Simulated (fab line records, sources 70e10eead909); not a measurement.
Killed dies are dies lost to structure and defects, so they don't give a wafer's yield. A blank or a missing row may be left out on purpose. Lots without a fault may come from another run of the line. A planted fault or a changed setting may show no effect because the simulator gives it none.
fab line records | flow nand_harc
record lots=7 wafers=20 last_day=34
route steps=1302 shown P_GATE@185
lots that met no fault: from a run of the same line without faults
start_h: hours from the record's first day to the start of the lot's first wafer shown | wait_h: hours since the lot's step before | " the same as in the row above | L1.1+2: a row that stands for several wafers | - no value, or no start given | * or withheld: withheld | < > ~ a bound
route shown NAME@n: a module of which the file shows steps, and the number in the route of the first | usual: mean/standard deviation of fault-free wafers | same: alike in all rows | chamber/n: place in a boat | sites: the reading at each site | _std_site: their standard deviation | _edge_site: outer sites' mean less inner sites' | radius_mm: how far each site lies from the wafer's centre | mask NAME#n: copy n | behind: the tool/chamber that last shaped the wafer | hold: why the lot was held/for how many hours/how that ended | device: the transistor (n, p or np) that didn't switch | end of line: the same wafers' tests at the end of the route | a step without rows: its recipe alone | killed: dies lost to structure and defects at the first sort, not the wafer's yield | map: a wafer's dies, x killed, . not, _ none there
set.NAME: the setting as run; set.NAME@STEP: as run at that earlier step | model.NAME: the simulator's own value behind a step, which no gauge read
lots at some steps of the route; a table a step, a row a wafer
services: from which hour (start_h, from the record's first day; less than 0 if before it) a tool's chamber was out of use, for how many hours, and why
## steps
# step NHARC_P_GATE_CD_MEAS_59
# recipe target_cd_nm=720 landing_energy_ev=500
# usual cd_nm=719.7/2.1
# columns lot.wafer tool chamber start_h wait_h cd_nm
L173.2 cd_sem-02 0 192.98 - 715.5
L173.5 " 0 " " 717.4
L173.6 " 0 " " 716.1
L174.1 cd_sem-03 0 205.00 - 720.0
L174.5 " 0 " " 720.0
L174.6 " 0 " " 719.1
L184.1 cd_sem-03 0 299.93 - 717.6
L184.3 " 0 " " 719.7
L184.6 " 0 " " 717.2
L185.1 cd_sem-02 0 316.61 - 719.4
L185.3 " 0 " " 719.2
L185.6 " 0 " " 718.9
L186.2 cd_sem-01 0 319.30 - 719.4
L186.3 " 0 " " 718.5
L187.1 cd_sem-01 0 329.71 - 721.8
L187.3 " 0 " " 723.2
L187.6 " 0 " " 722.2
L188.3 cd_sem-02 0 342.53 - 721.1
L188.4 " 0 " " 720.5
L188.6 " 0 " " 720.8
# step NHARC_P_GATE_HARDBAKE_60
# recipe temp_c=125 time_s=80
# step NHARC_P_GATE_DESCUM_61
# recipe time_s=3 o2_flow_sccm=200 ar_flow_sccm=0 bias_power_w=0 chemistry=O2
# usual drypump_motor_current_A=5.8/0.38 mfc_ar_sccm=0.006/0.0085 oes_product_au=0.999/0.011 rf_vpp_V=57.8/0.88 showerhead_plenum_p_Torr=1.93/0.08 throttle_valve_pct=11.311/0.0091
# columns lot.wafer tool chamber start_h wait_h drypump_motor_current_A mfc_ar_sccm oes_product_au rf_hours_counter_h rf_vpp_V showerhead_plenum_p_Torr throttle_valve_pct
L173.2 rie_diel-10 0 193.16 - 6.0 0 1.015 8 57.8 2.03 11.315
L173.5 " 2 " " 5.4 0 1.001 - 57.4 1.90 11.321
L173.6 " 3 " " 5.6 0 1.016 - 55.9 1.81 11.298
L174.1 rie_diel-09 2 205.17 - 6.4 0.014 0.990 2 56.9 1.81 11.330
L174.6 " 1 " " 6.0 0.014 1.018 - 57.0 1.90 11.313
L174.5 " 2 " " 6.4 0.014 0.987 - 57.1 1.81 11.325
L184.3 rie_diel-01 0 300.09 - 5.1 0.013 0.997 6 58.0 1.87 11.321
L184.1 " 2 " " 6.0 0.024 0.994 5 58.9 2.01 11.309
L184.6 " 0 " " 5.1 0.013 0.999 - 56.2 1.87 11.303
L185.1 rie_diel-01 3 316.77 - 6.2 0 1.009 6 57.5 1.97 11.301
L185.3 " 1 " " 5.3 0 1.011 5 58.2 1.84 11.310
L185.6 " 3 " " 6.2 0 0.999 - 57.7 1.97 11.297
L186.2 rie_diel-10 1 319.46 - 5.5 0 1.017 4 55.9 2.01 11.291
L186.3 " 3 " " 5.6 0 1.013 5 57.3 1.81 11.316
L187.1 rie_diel-01 2 329.88 - 6.0 0.024 0.994 7 57.4 2.01 11.319
L187.3 " 3 " " 6.3 0 1.006 7 57.2 1.97 11.305
L187.6 " 3 " " 6.3 0 1.001 - 58.1 1.97 11.326
L188.3 rie_diel-09 0 342.69 - 5.6 0 0.994 3 58.6 2.05 11.316
L188.4 " 2 " " 6.4 0.014 0.994 3 57.0 1.81 11.324
L188.6 " 0 " " 5.6 0 1.003 - 58.3 2.05 11.297
# step NHARC_P_GATE_IMPLANT_62
# recipe energy_kev=20 dose_cm2=3e+15 tilt_deg=7
# step NHARC_P_GATE_STRIP_112
# recipe power_w=1500 temp_c=110 time_s=200 chemistry=N2/H2
# usual drypump_motor_current_A=5.1/0.47 heater_power_w=84/7.8 rf_refl_power_W=24/3
# columns lot.wafer tool chamber start_h wait_h drypump_motor_current_A heater_power_w rf_hours_counter_h rf_refl_power_W
L173.2 plasma_asher-02 0 193.51 0.2 4.9 80 23 25
L173.5 " 0 " " 4.9 79 - 25
L173.6 " 1 " " 4.7 91 - 25
L174.1 plasma_asher-02 0 205.57 0.2 4.9 79 25 25
L174.6 " 1 " " 4.7 91 - 27
L174.5 " 0 " " 4.9 79 - 27
L184.1 plasma_asher-02 0 300.46 0.2 4.9 80 7 25
L184.3 " 0 " " 4.9 78 - 25
L184.6 " 0 " " 4.9 78 - 25
L185.1 plasma_asher-02 1 317.14 0.2 4.7 93 9 26
L185.3 " 0 " " 4.9 80 - 25
L185.6 " 1 " " 4.7 94 - 26
L186.2 plasma_asher-01 0 319.87 0.2 5.8 73 30 18
L186.3 " 0 " " 5.7 72 - 18
L187.1 plasma_asher-02 1 330.31 0.2 4.7 95 13 27
L187.3 " 0 " " 4.9 79 - 25
L187.6 " 1 " " 4.7 94 - 27
L188.3 plasma_asher-02 1 343.14 0.2 4.8 96 - 27
L188.4 " 0 " " 4.9 81 - 26
L188.6 " 1 " " 4.7 96 - 26
# step NHARC_P_GATE_STRIP_76
# recipe power_w=1500 temp_c=250 chemistry=O2
# usual drypump_motor_current_A=5.1/0.48 heater_power_w=314/28 rf_refl_power_W=24.1/3
# columns lot.wafer tool chamber start_h wait_h drypump_motor_current_A heater_power_w rf_hours_counter_h rf_refl_power_W
L173.2 plasma_asher-02 0 193.77 0.2 4.9 293 23 24.6
L173.5 " 0 " " 4.9 286 - 24.8
L173.6 " 1 " " 4.7 343 - 25.7
L174.1 plasma_asher-02 0 205.80 0.2 4.9 301 25 24.3
L174.6 " 1 " " 4.7 341 - 25.5
L174.5 " 0 " " 4.9 295 - 24.4
L184.1 plasma_asher-02 0 300.72 0.2 4.9 288 7 23.8
L184.3 " 0 " " 4.9 294 - 25.7
L184.6 " 0 " " 4.9 293 - 25.5
L185.1 plasma_asher-02 1 317.40 0.2 4.7 345 9 25.2
L185.3 " 0 " " 4.9 297 - 26.0
L185.6 " 1 " " 4.7 341 - 25.6
L186.2 plasma_asher-01 0 320.10 0.2 5.7 263 30 17.7
L186.3 " 0 " " 5.7 266 - 17.1
L187.1 plasma_asher-02 1 330.54 0.2 4.7 344 14 26.6
L187.3 " 0 " " 4.9 296 - 25.1
L187.6 " 1 " " 4.7 351 - 25.0
L188.3 plasma_asher-02 1 343.33 0.2 4.7 348 - 26.1
L188.4 " 0 " " 4.9 298 - 25.8
L188.6 " 1 " " 4.7 350 - 27.3
# step NHARC_P_GATE_STRIP_63
# recipe time_s=900 temp_c=130 chemistry=SPM
# step NHARC_P_GATE_DEHYDRATE_83
# recipe temp_c=150 time_s=120
# step NHARC_P_GATE_HMDS_84
# recipe time_s=30
# step NHARC_P_GATE_COAT_85
# recipe spin_rpm=3000
# step NHARC_P_GATE_SOFTBAKE_86
# recipe temp_c=122 time_s=95
# step NHARC_P_GATE_EBR_87
# step NHARC_P_GATE_EXPOSE_88
# recipe na=0.6 target_cd_nm=2000 dose_mj=11.87 mask_id=P_HVN
# columns lot.wafer tool chamber start_h wait_h mask
L173.2+5+6 krf_scanner-02 0 194.43 - P_HVN#0
L174.1+5+6 krf_scanner-01 0 206.55 - P_HVN#0
L184.1+3+6 krf_scanner-01 0 301.48 - P_HVN#0
L185.1+3+6 krf_scanner-01 0 318.04 - P_HVN#0
L186.2+3 krf_scanner-01 0 320.73 - P_HVN#0
L187.1+3+6 krf_scanner-03 0 331.29 - P_HVN#0
L188.3+4+6 krf_scanner-03 0 343.96 - P_HVN#0
# step NHARC_P_GATE_PEB_89
# recipe peb_temp_c=118 peb_time_s=85
# step NHARC_P_GATE_DEVELOP_90
# recipe time_s=70
# step NHARC_P_GATE_CD_MEAS_91
# recipe target_cd_nm=2000 landing_energy_ev=500
# usual cd_nm=2000.4/1.6
# columns lot.wafer tool chamber start_h wait_h cd_nm
L173.2 cd_sem-03 0 194.59 - 2001.4
L173.5 " 0 " " 2001.0
L173.6 " 0 " " 2001.9
L174.1 cd_sem-01 0 206.70 - 1999.8
L174.5 " 0 " " 2002.0
L174.6 " 0 " " 2000.4
L184.1 cd_sem-01 0 301.64 - 1999.7
L184.3 " 0 " " 2007.1
L184.6 " 0 " " 2006.9
L185.1 cd_sem-02 0 318.20 - 2000.9
L185.3 " 0 " " 2008.5
L185.6 " 0 " " 2011.4
L186.2 cd_sem-01 0 320.88 - 1999.8
L186.3 " 0 " " 2008.6
L187.1 cd_sem-02 0 331.45 - 1997.9
L187.3 " 0 " " 1999.2
L187.6 " 0 " " 1997.5
L188.3 cd_sem-03 0 344.11 - 2000.2
L188.4 " 0 " " 2000.6
L188.6 " 0 " " 2001.3
# step NHARC_P_GATE_HARDBAKE_92
# recipe temp_c=125 time_s=80
## services
# columns tool chamber start_h hours kind
rie_diel-01 3 181.54 1.6 repair
krf_scanner-01 - 195.07 0.2 repair
rie_diel-01 - 197.64 0.4 repair
rie_diel-01 - 203.84 9.0 pm
plasma_asher-02 - 206.32 0.9 repair
rie_diel-09 1 208.63 1.5 repair
krf_scanner-01 - 223.07 0.2 repair
krf_scanner-03 - 224.00 4.0 pm
rie_diel-01 1 241.90 36.7 repair
rie_diel-10 - 242.56 9.0 pm
plasma_asher-02 - 249.06 9.0 pm
plasma_asher-02 0 249.06 9.0 vent_cycle
plasma_asher-02 1 249.06 9.0 vent_cycle
plasma_asher-02 0 258.06 - clean
krf_scanner-03 - 259.65 0.7 repair
krf_scanner-02 - 266.00 4.0 pm
rie_diel-09 - 291.38 1.2 repair
krf_scanner-02 - 291.73 2.3 repair
plasma_asher-01 - 311.13 2.2 repair
krf_scanner-01 - 312.00 4.0 pm
rie_diel-09 - 320.10 9.0 pm
rie_diel-01 1 327.54 3.7 repair
krf_scanner-01 - 332.44 7.9 repair
plasma_asher-01 - 342.09 9.0 pm
## key
first_sign step=NHARC_P_GATE_CD_MEAS_91 reading=cd_nm direction=up sigmas=5.2 usual=2000.4 struck=2008.5
effect none on later readings
met_at NHARC_P_GATE_EXPOSE_88
struck_wafers L184.3,L184.6,L185.3,L185.6,L186.3
tester_left_out L184,L185,L186
onset_between 206.55 301.48
fault kind=process_parameter_drift tool=krf_scanner-01 chamber=- onset_h=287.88 steps=NHARC_P_GATE_EXPOSE_88 channel=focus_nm offset=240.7 shape=step end_h=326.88 scope=struck_wafers_only
# tester_left_out: of these lots the tester's yield and bins aren't shown, on N5 and GAA mostly nor the transistor test; their killed dies are dies lost to structure and defects alone, not to doping, threshold or leakage, so they don't give the yield
